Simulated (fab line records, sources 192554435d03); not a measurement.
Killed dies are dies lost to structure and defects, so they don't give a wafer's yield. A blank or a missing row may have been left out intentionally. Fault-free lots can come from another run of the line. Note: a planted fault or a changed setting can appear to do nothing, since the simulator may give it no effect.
One fault seen from 3 desks -- flow n5Finfet -- each desk has only its own numbers; what lay behind them comes last

== THE DEFECT DESK ==
Lot by lot, what the route's inspections counted, given as the mean of those sampled wafers with a number. The brackets show how far a lot's mean lies from the usual mean; more than 4 standard deviations puts the lot out of limits, marked OUT.
Columns: A = rawDefectCount at N5_BEOL_M11_INSPECT_58, usual 70
lot,first seen here,A
L629,day 10 10:37,68
L631,day 10 19:58,59
L630,day 10 22:23,84
L637,day 12 12:41,80
L640,day 13 03:27,57
L641,day 13 15:27,89
L642,day 14 13:51,46
L649,day 15 16:21,62
L648,day 15 19:14,80
L652,day 16 22:41,72
Result from this desk: across the 10 lots, nothing is out of limits.

== THE METROLOGY DESK ==
What the gauges read for every lot (on any tool): the sampled wafers with a number, averaged. The brackets show how far a lot's mean lies from the usual mean; more than 4 standard deviations puts the lot out of limits, marked OUT.
Columns: A = M12_ILD_THK at N5_BEOL_M12_THK_MEAS_01, usual 659 nm; B = cdNm at N5_BEOL_M12_CD_MEAS_10, usual 139.6 nm
lot,first seen here,A,B
L629,day 10 10:47,666,138.2
L631,day 10 20:08,659,140.3
L630,day 10 22:34,662,139.9
L637,day 12 12:52,660,151.5 (+8.5) OUT
L640,day 13 03:37,666,150.4 (+7.7) OUT
L641,day 13 15:37,649,139.2
L642,day 14 14:01,653,140.6
L649,day 15 16:34,650,138.9
L648,day 15 19:28,672,137.8
L652,day 16 22:52,659,141.1
This desk's finding: out of limits on L637, L640; first on L637, day 12 13:10 (cdNm at N5_BEOL_M12_CD_MEAS_10). L629, L631, L630, L641, L642, L649, L648, L652: within limits.

== THE TOOL OWNER'S DESK: krfScanner-01 ==
The tool's own readings at N5_BEOL_M12_EXPOSE_07 (exposes mask V11): means of the sampled wafers that have a number, for each lot that ran on this tool. The brackets show how far a lot's mean lies from the usual mean; more than 4 standard deviations puts the lot out of limits, marked OUT.
Columns: A = exposureDoseMJCm2 at N5_BEOL_M12_EXPOSE_07, usual 32.49; B = stageVelMmS at N5_BEOL_M12_EXPOSE_07, usual 499.99 mm/s
lot,first seen here,A,B
L630,day 10 22:49,32.50,500.23
L637,day 12 13:01,36.21 (+99 or more) OUT,499.87
L640,day 13 03:53,35.50 (+97) OUT,500.20
This desk's finding: out of limits on L637, L640; first on L637, day 12 13:01 (exposureDoseMJCm2 at N5_BEOL_M12_EXPOSE_07). L630: within limits.

== PUT TOGETHER ==
The tool owner's desk had the chance to raise an alarm at day 12 13:01 on L637, L640.
At day 12 13:10 the metrology desk could have sounded an alarm, on L637, L640.
Nothing the defect desk looked at was out of limits.
The defect desk has L637, L640 on record, within its limits.
Of the lots named, all ran N5_BEOL_M12_EXPOSE_07 on krfScanner-01.

== WHAT WAS PUT IN BY THE SIMULATOR ==
Process parameter drift: krfScanner-01, from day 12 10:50 on, at N5_BEOL_M12_EXPOSE_07. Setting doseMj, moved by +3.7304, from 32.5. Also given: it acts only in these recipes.
Lots struck among those shown: L637, L640.
Fault start to first reading out of limits, in hours, per desk: tool owner, 2; metrology, 2.
